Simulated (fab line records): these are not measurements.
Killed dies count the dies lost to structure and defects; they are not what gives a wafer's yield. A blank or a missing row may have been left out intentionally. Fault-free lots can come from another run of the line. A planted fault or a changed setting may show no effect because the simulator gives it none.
fab line records ; flow n5Finfet ; part 2 of 2: steps 4 to 6 of 6
record lots=22; wafers=66; lastDay=18
route steps=1938 shown BEOL_M0@721 BEOL_M1@775
lots that met no fault: taken from a fault-free run of the same line
startH: hours from the record's first day to the start of the lot's first wafer shown ; waitH: hours elapsed since this lot's preceding step ; " as in the row above ; L1.1+2: several wafers, shown together as one row ; - either no value or no given start ; * or withheld: withheld ; < > ~ a bound
route shown NAME@n: NAME is a module with steps in the file, n the number in the route of the first one ; usual: mean/standard deviation taken from wafers without a fault ; same: alike in all rows ; chamber/n: place in a boat ; sites: each site's reading ; _std_site: their standard deviation ; _edge_site: the outer-site mean with the inner-site mean subtracted ; radiusMm: how far each site lies from the wafer's centre ; mask NAME#n: copy n ; behind: the most recent tool/chamber to have shaped the wafer ; hold: what put the lot on hold/how long, in hours/how the hold closed ; device: whichever transistor did not switch (one of n, p or np) ; end of line: tests of these same wafers at the route's end ; a step given without rows: its recipe and nothing more ; killed: dies that structure and defects cost at the first sort, which is not the same as the wafer's yield ; map: a wafer's dies, x killed, . not, _ none there
set.NAME: the setting the step ran with; set.NAME@STEP: the setting that earlier step ran with ; model.NAME: the simulator's own value behind a step, which no gauge read
one table for each step of the route and one row for each wafer, over a sample of lots
services: a tool's chamber out of use, with start hour (startH, from the record's first day; less than 0 if before it), hours out, and reason
## steps
# step N5_BEOL_M1_ETCHBACK_99
# recipe chemistry=CHF3; target=SiO2; targetDepthA=50; timeS=10.4; sourceW=215; biasW=47; Ar_flow_sccm=200; CHF3_flow_sccm=12; ionEnergyEv=100; pressureMtorr=30
# usual drypumpMotorCurrentA=5.81/0.27; oes_ar_750_au=0.79/0.085; oesProductAu=0.79/0.087; rfVppV=241/3.5; showerheadPlenumPTorr=2.17/0.074; throttleValvePct=17.04/0.28
lot.wafer;tool;chamber;startH;waitH;drypumpMotorCurrentA;oes_ar_750_au;oesProductAu;rfHoursCounterH;rfVppV;showerheadPlenumPTorr;throttleValvePct
L074.3;rieDiel-03;0;123.05;1.2;5.61;0.93;0.94;17;245;2.20;16.81
L074.4;rieDiel-03;0;123.05;1.2;5.59;0.93;0.94;-;245;2.20;16.80
L074.6;rieDiel-03;3;123.05;1.2;5.45;0.80;0.82;-;242;2.09;17.14
L075.1;rieDiel-06;1;135.93;2.4;5.42;0.78;0.77;141;241;2.23;17.01
L075.3;rieDiel-06;3;135.93;2.4;5.84;0.89;0.88;40;238;2.10;16.63
L075.5;rieDiel-06;0;135.93;2.4;6.12;0.73;0.73;-;236;2.15;17.31
L076.3;rieDiel-05;3;146.11;8.1;5.63;0.93;0.93;12;242;2.19;16.94
L076.5;rieDiel-05;3;146.11;8.1;5.62;0.93;0.93;-;243;2.19;16.92
L076.6;rieDiel-05;2;146.11;8.1;6.04;0.71;0.71;-;233;2.06;17.37
L077.1;rieDiel-03;0;148.55;1.4;5.62;0.91;0.93;24;243;2.20;16.80
L077.2;rieDiel-03;2;148.55;1.4;5.72;0.89;0.90;38;242;2.30;16.76
L077.6;rieDiel-03;1;148.55;1.4;6.35;0.73;0.72;-;240;2.24;16.76
L078.3;rieDiel-05;1;158.07;7.4;5.93;0.70;0.71;200;242;2.23;17.43
L078.5;rieDiel-05;2;158.07;7.4;6.07;0.71;0.71;-;234;2.06;17.38
L078.6;rieDiel-05;1;158.07;7.4;5.93;0.70;0.71;-;242;2.23;17.43
L079.2;rieDiel-05;3;174.41;15.4;5.61;0.91;0.91;23;242;2.19;16.95
L079.3;rieDiel-05;2;174.41;15.4;6.07;0.70;0.70;198;236;2.05;17.39
L079.6;rieDiel-05;3;174.41;15.4;5.60;0.90;0.90;-;242;2.19;16.97
L080.1;rieDiel-03;2;174.89;8.8;5.71;0.89;0.89;44;241;2.30;16.78
L080.2;rieDiel-03;0;174.89;8.8;5.63;0.90;0.92;32;243;2.19;16.84
L080.3;rieDiel-03;1;174.89;8.8;6.33;0.71;0.72;161;241;2.24;16.75
L081.1;rieDiel-05;1;174.89;4.3;5.92;0.70;0.70;207;242;2.23;17.45
L081.3;rieDiel-05;3;174.89;4.3;5.63;0.91;0.90;23;243;2.19;16.94
L081.6;rieDiel-05;1;174.89;4.3;5.89;0.69;0.70;-;242;2.23;17.43
L082.4;rieDiel-03;0;178.31;7.4;5.63;0.91;0.91;33;243;2.19;16.82
L082.5;rieDiel-03;3;178.31;7.4;5.45;0.80;0.79;-;243;2.08;17.15
L082.6;rieDiel-03;0;178.31;7.4;5.61;0.91;0.91;-;244;2.19;16.82
L083.3;rieDiel-05;0;182.02;3.4;5.59;0.95;0.96;2;247;2.21;16.56
L083.4;rieDiel-05;2;182.02;3.4;6.04;0.70;0.70;200;236;2.05;17.37
L083.6;rieDiel-05;1;182.02;3.4;5.92;0.69;0.70;-;243;2.23;17.44
L084.1;rieDiel-06;1;191.52;4.0;5.40;0.77;0.76;158;240;2.22;17.04
L084.4;rieDiel-06;3;191.52;4.0;5.87;0.88;0.85;56;236;2.09;16.66
L084.6;rieDiel-06;3;191.52;4.0;5.86;0.87;0.85;-;237;2.09;16.66
L085.2;rieDiel-03;2;193.75;0.1;5.72;0.87;0.88;52;242;2.29;16.79
L085.3;rieDiel-03;1;193.75;0.1;6.34;0.72;0.71;168;242;2.23;16.77
L085.4;rieDiel-03;2;193.75;0.1;5.73;0.87;0.88;-;241;2.29;16.78
L086.1;rieDiel-06;1;206.74;8.1;5.42;0.76;0.76;163;240;2.22;17.06
L086.2;rieDiel-06;0;206.74;8.1;6.12;0.71;0.71;219;237;2.15;17.34
L086.3;rieDiel-06;3;206.74;8.1;5.85;0.86;0.85;62;238;2.09;16.68
L087.1;rieDiel-06;3;209.42;5.8;5.86;0.86;0.86;63;237;2.09;16.67
L087.4;rieDiel-06;0;209.42;5.8;6.10;0.71;0.71;220;236;2.15;17.32
L087.5;rieDiel-06;3;209.42;5.8;5.86;0.87;0.84;-;238;2.09;16.67
L089.3;rieDiel-05;2;217.94;6.2;6.05;0.69;0.69;212;235;2.05;17.40
L089.4;rieDiel-05;1;217.94;6.2;5.91;0.69;0.69;221;242;2.23;17.48
L089.6;rieDiel-05;2;217.94;6.2;6.05;0.69;0.70;-;235;2.05;17.41
L090.2;rieDiel-06;3;220.38;1.1;5.82;0.86;0.84;67;237;2.09;16.67
L090.4;rieDiel-06;0;220.38;1.1;6.10;0.71;0.70;222;235;2.14;17.34
L090.6;rieDiel-06;3;220.38;1.1;5.86;0.85;0.84;-;238;2.09;16.69
L093.2;rieDiel-03;3;237.10;0.9;5.45;0.79;0.79;132;243;2.07;17.19
L093.4;rieDiel-03;2;237.10;0.9;5.68;0.85;0.86;66;242;2.29;16.82
L093.5;rieDiel-03;2;237.10;0.9;5.71;0.86;0.87;-;242;2.29;16.81
L094.3;rieDiel-03;3;246.14;0.4;5.46;0.77;0.78;135;241;2.07;17.18
L094.4;rieDiel-03;0;246.14;0.4;5.60;0.86;0.87;57;244;2.19;16.87
L094.5;rieDiel-03;0;246.14;0.4;5.59;0.86;0.87;-;244;2.19;16.89
L095.2;rieDiel-05;2;258.60;6.8;6.04;0.68;0.68;226;234;2.04;17.43
L095.3;rieDiel-05;1;258.60;6.8;5.90;0.68;0.67;234;243;2.22;17.48
L095.5;rieDiel-05;3;258.60;6.8;5.63;0.87;0.86;-;241;2.18;17.00
L092.1;rieDiel-03;1;258.79;10.8;6.31;0.69;0.69;189;241;2.23;16.81
L092.2;rieDiel-03;2;258.79;10.8;5.74;0.85;0.86;73;243;2.29;16.81
L092.5;rieDiel-03;3;258.79;10.8;5.47;0.78;0.78;-;243;2.07;17.20
L096.2;rieDiel-03;0;261.44;4.7;5.62;0.86;0.86;62;244;2.18;16.86
L096.4;rieDiel-03;2;261.44;4.7;5.70;0.85;0.84;75;242;2.29;16.81
L096.6;rieDiel-03;1;261.44;4.7;6.35;0.70;0.69;-;241;2.22;16.79
L097.2;rieDiel-03;3;265.02;0.4;5.47;0.78;0.77;142;242;2.07;17.21
L097.3;rieDiel-03;2;265.02;0.4;5.70;0.84;0.84;76;242;2.28;16.82
L097.5;rieDiel-03;3;265.02;0.4;5.46;0.77;0.78;-;242;2.07;17.18
# step N5_BEOL_M1_PRE_CLEAN_45
# recipe gas=H2/He; timeS=30; tempC=250
# usual heaterPowerW=329/30
lot.wafer;tool;chamber;startH;waitH;heaterPowerW
L074.3;pvdSputter-02;-;123.86;0.0;346
L074.4;pvdSputter-02;-;123.86;0.0;330
L074.6;pvdSputter-02;-;123.86;0.0;282
L075.1;pvdSputter-02;-;136.80;0.0;322
L075.3;pvdSputter-02;-;136.80;0.0;342
L075.5;pvdSputter-02;-;136.80;0.0;326
L076.3;pvdSputter-01;-;148.20;0.0;293
L076.5;pvdSputter-01;-;148.20;0.0;314
L076.6;pvdSputter-01;-;148.20;0.0;308
L077.1;pvdSputter-03;-;149.22;0.0;411
L077.2;pvdSputter-03;-;149.22;0.0;302
L077.6;pvdSputter-03;-;149.22;0.0;312
L078.3;pvdSputter-03;-;158.94;0.0;408
L078.5;pvdSputter-03;-;158.94;0.0;298
L078.6;pvdSputter-03;-;158.94;0.0;414
L079.2;pvdSputter-01;-;175.54;0.0;318
L079.3;pvdSputter-01;-;175.54;0.0;305
L079.6;pvdSputter-01;-;175.54;0.0;302
L080.1;pvdSputter-03;-;175.87;0.0;411
L080.2;pvdSputter-03;-;175.87;0.0;358
L080.3;pvdSputter-03;-;175.87;0.0;308
L081.1;pvdSputter-01;-;175.90;0.0;336
L081.3;pvdSputter-01;-;175.90;0.0;350
L081.6;pvdSputter-01;-;175.90;0.0;316
L082.4;pvdSputter-03;-;179.47;0.0;350
L082.5;pvdSputter-03;-;179.47;0.0;299
L082.6;pvdSputter-03;-;179.47;0.0;321
L083.3;pvdSputter-01;-;182.72;0.0;297
L083.4;pvdSputter-01;-;182.72;0.0;318
L083.6;pvdSputter-01;-;182.72;0.0;362
L084.1;pvdSputter-03;-;192.54;0.0;314
L084.4;pvdSputter-03;-;192.54;0.0;357
L084.6;pvdSputter-03;-;192.54;0.0;308
L085.2;pvdSputter-03;-;194.51;0.0;398
L085.3;pvdSputter-03;-;194.51;0.0;307
L085.4;pvdSputter-03;-;194.51;0.0;314
L086.1;pvdSputter-03;-;209.02;0.0;350
L086.2;pvdSputter-03;-;209.02;0.0;415
L086.3;pvdSputter-03;-;209.02;0.0;299
L087.1;pvdSputter-03;-;210.34;0.0;312
L087.4;pvdSputter-03;-;210.34;0.0;306
L087.5;pvdSputter-03;-;210.34;0.0;314
L089.3;pvdSputter-02;-;218.81;0.0;288
L089.4;pvdSputter-02;-;218.81;0.0;330
L089.6;pvdSputter-02;-;218.81;0.0;340
L090.2;pvdSputter-02;-;221.37;0.0;315
L090.4;pvdSputter-02;-;221.37;0.0;334
L090.6;pvdSputter-02;-;221.37;0.0;319
L093.2;pvdSputter-02;-;237.85;0.0;313
L093.4;pvdSputter-02;-;237.85;0.0;288
L093.5;pvdSputter-02;-;237.85;0.0;324
L094.3;pvdSputter-02;-;246.77;0.0;332
L094.4;pvdSputter-02;-;246.77;0.0;285
L094.5;pvdSputter-02;-;246.77;0.0;319
L095.2;pvdSputter-02;-;259.38;0.0;341
L095.3;pvdSputter-02;-;259.38;0.0;313
L095.5;pvdSputter-02;-;259.38;0.0;325
L092.1;pvdSputter-01;-;259.61;0.0;355
L092.2;pvdSputter-01;-;259.61;0.0;325
L092.5;pvdSputter-01;-;259.61;0.0;350
L096.2;pvdSputter-01;-;262.33;0.0;357
L096.4;pvdSputter-01;-;262.33;0.0;334
L096.6;pvdSputter-01;-;262.33;0.0;348
L097.2;pvdSputter-02;-;266.10;0.0;284
L097.3;pvdSputter-02;-;266.10;0.0;339
L097.5;pvdSputter-02;-;266.10;0.0;322
# step N5_BEOL_M1_SURFACE_TREAT_85
# recipe gas=Ar; timeS=*; ionEnergyEv=*; ionCurrentMaCm2=0.5; pressureMtorr=*; arFlowSccm=30
# usual throttleValvePct=*
lot.wafer;tool;chamber;startH;waitH;throttleValvePct
L074.3;pvdSputter-03;-;124.18;0.2;*
L074.4;pvdSputter-03;-;124.18;0.2;*
L074.6;pvdSputter-03;-;124.18;0.2;*
L075.1;pvdSputter-01;-;137.15;0.2;*
L075.3;pvdSputter-01;-;137.15;0.2;*
L075.5;pvdSputter-01;-;137.15;0.2;*
L076.3;pvdSputter-03;-;148.56;0.2;*
L076.5;pvdSputter-03;-;148.56;0.2;*
L076.6;pvdSputter-03;-;148.56;0.2;*
L077.1;pvdSputter-02;-;149.51;0.1;*
L077.2;pvdSputter-02;-;149.51;0.1;*
L077.6;pvdSputter-02;-;149.51;0.1;*
L078.3;pvdSputter-03;-;159.36;0.2;*
L078.5;pvdSputter-03;-;159.36;0.2;*
L078.6;pvdSputter-03;-;159.36;0.2;*
L079.2;pvdSputter-01;-;175.98;0.2;*
L079.3;pvdSputter-01;-;175.98;0.2;*
L079.6;pvdSputter-01;-;175.98;0.2;*
L080.1;pvdSputter-01;-;176.38;0.3;*
L080.2;pvdSputter-01;-;176.38;0.3;*
L080.3;pvdSputter-01;-;176.38;0.3;*
L081.1;pvdSputter-01;-;176.42;0.4;*
L081.3;pvdSputter-01;-;176.42;0.4;*
L081.6;pvdSputter-01;-;176.42;0.4;*
L082.4;pvdSputter-02;-;179.86;0.2;*
L082.5;pvdSputter-02;-;179.86;0.2;*
L082.6;pvdSputter-02;-;179.86;0.2;*
L083.3;pvdSputter-01;-;183.06;0.2;*
L083.4;pvdSputter-01;-;183.06;0.2;*
L083.6;pvdSputter-01;-;183.06;0.2;*
L084.1;pvdSputter-03;-;193.00;0.2;*
L084.4;pvdSputter-03;-;193.00;0.2;*
L084.6;pvdSputter-03;-;193.00;0.2;*
L085.2;pvdSputter-01;-;195.19;0.5;*
L085.3;pvdSputter-01;-;195.19;0.5;*
L085.4;pvdSputter-01;-;195.19;0.5;*
L086.1;pvdSputter-03;-;209.76;0.3;*
L086.2;pvdSputter-03;-;209.76;0.3;*
L086.3;pvdSputter-03;-;209.76;0.3;*
L087.1;pvdSputter-03;-;210.70;0.1;*
L087.4;pvdSputter-03;-;210.70;0.1;*
L087.5;pvdSputter-03;-;210.70;0.1;*
L089.3;pvdSputter-03;-;220.22;1.2;*
L089.4;pvdSputter-03;-;220.22;1.2;*
L089.6;pvdSputter-03;-;220.22;1.2;*
L090.2;pvdSputter-01;-;221.69;0.1;*
L090.4;pvdSputter-01;-;221.69;0.1;*
L090.6;pvdSputter-01;-;221.69;0.1;*
L093.2;pvdSputter-02;-;238.21;0.2;*
L093.4;pvdSputter-02;-;238.21;0.2;*
L093.5;pvdSputter-02;-;238.21;0.2;*
L094.3;pvdSputter-02;-;248.69;1.7;*
L094.4;pvdSputter-02;-;248.69;1.7;*
L094.5;pvdSputter-02;-;248.69;1.7;*
L095.2;pvdSputter-01;-;259.97;0.4;*
L095.3;pvdSputter-01;-;259.97;0.4;*
L095.5;pvdSputter-01;-;259.97;0.4;*
L092.1;pvdSputter-01;-;260.01;0.2;*
L092.2;pvdSputter-01;-;260.01;0.2;*
L092.5;pvdSputter-01;-;260.01;0.2;*
L096.2;pvdSputter-01;-;262.64;0.1;*
L096.4;pvdSputter-01;-;262.64;0.1;*
L096.6;pvdSputter-01;-;262.64;0.1;*
L097.2;pvdSputter-03;-;267.38;0.9;*
L097.3;pvdSputter-03;-;267.38;0.9;*
L097.5;pvdSputter-03;-;267.38;0.9;*
## services
tool;chamber;startH;hours;kind
rieDiel-06;2;92.67;2.6;repair
rieDiel-04;-;93.97;28.1;pm
rieDiel-03;2;120.54;4.1;repair
rieDiel-01;3;123.27;6.5;repair
rieDiel-02;0;128.23;12.0;repair
rieDiel-04;-;131.45;0.3;repair
rieDiel-05;0;154.46;-;clean
rieDiel-05;0;154.46;-;consumableReplace:focusRing
rieDiel-05;0;154.46;21.4;scheduledDown
rieDiel-03;-;157.42;0.6;repair
rieDiel-03;3;181.91;13.3;repair
rieDiel-01;-;196.61;0.9;repair
rieDiel-04;3;198.02;17.3;repair
rieDiel-05;3;199.25;6.7;repair
rieDiel-05;-;215.61;0.7;repair
rieDiel-02;2;220.41;6.5;repair
rieDiel-04;1;221.06;3.8;repair
rieDiel-01;2;231.74;9.0;repair
rieDiel-05;3;239.24;9.6;repair
rieDiel-06;2;252.13;10.8;repair
rieDiel-06;0;256.55;7.3;repair
rieDiel-06;1;257.61;3.4;repair
rieDiel-03;1;264.32;8.9;repair
rieDiel-05;-;264.84;14.6;pm
